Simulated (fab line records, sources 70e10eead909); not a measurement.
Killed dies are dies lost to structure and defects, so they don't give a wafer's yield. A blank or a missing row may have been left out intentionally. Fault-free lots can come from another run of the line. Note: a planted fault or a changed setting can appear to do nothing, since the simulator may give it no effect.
Matching of chambers ; flow nand-harc ; NHARC_P_CONTACT_ALD_22 on ald-metal-04 has 4 sister chambers
The step deposits TiN, target thk 3 nm, pulse time 1 s, ald cycles 150. 22 wafers are shown with their chamber, then 11 later ones without.

## WAFERS PAIRED WITH THEIR CHAMBERS
wafer;chamber;heater-power-w (W);precursor-pulse-height-rel
L075.2;1;1139;1.021
L075.3;0;1003;1.019
L075.5;2;940;0.988
L078.2;1;1157;0.975
L078.3;3;1141;1.045
L078.5;0;987;0.990
L079.3;2;962;0.995
L079.4;0;996;1.055
L079.5;3;1171;1.032
L082.2;1;1186;0.975
L082.3;0;984;0.959
L082.6;1;1173;0.997
L082.1;3;1165;1.031
L082.4;2;941;1.010
L082.5;2;959;0.979
L084.3;3;1147;0.989
L084.4;0;974;1.007
L084.5;0;998;0.999
L088.2;0;993;1.015
L088.5;3;1201;0.977
L088.6;0;977;0.986
L087.1;1;1199;0.977

SIGNATURES, as means of the wafers listed above
reading;chamber 0;chamber 1;chamber 2;chamber 3;scatter within a chamber
heater-power-w;989.00;1170.80;950.50;1165.00;17.7
precursor-pulse-height-rel;1.00375;0.98900;0.99300;1.01480;0.025
Rule: distance of a wafer from a chamber = root of the sum over the readings of ((wafer's reading minus chamber's mean) / reading's scatter) squared. The wafer belongs to the nearest chamber; if the next one is less than 2 further off, it can't be placed. How the scatter is found: for the shown wafers, subtract from each reading the mean of its chamber, square and add these, divide the total by (wafers less chambers), then take the root.

## WAFERS MISSING THEIR CHAMBER
wafer;heater-power-w (W);precursor-pulse-height-rel
L087.3;1009;1.002
L087.6;1196;1.019
L089.1;955;1.037
L089.2;1190;0.991
L089.6;951;0.998
L089.3;1194;1.025
L089.4;982;1.022
L089.5;1137;0.987
L095.1;975;0.969
L095.2;1165;1.001
L095.4;1267;1.027

## THE CHAMBER EACH PASSED THROUGH
wafer;from the rows above;in truth
L087.3;0;0
L087.6;can't be placed: 3 or 1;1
L089.1;can't be placed: 2 or 0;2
L089.2;can't be placed: 1 or 3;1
L089.6;can't be placed: 2 or 0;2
L089.3;can't be placed: 3 or 1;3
L089.4;can't be placed: 0 or 2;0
L089.5;can't be placed: 1 or 3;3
L095.1;can't be placed: 0 or 2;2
L095.2;can't be placed: 3 or 1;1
L095.4;can't be placed: 1 or 3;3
1 of 11 placed correctly. These rows do not allow placing 10 (true chamber among the candidates in 10). 0 placed wrongly.
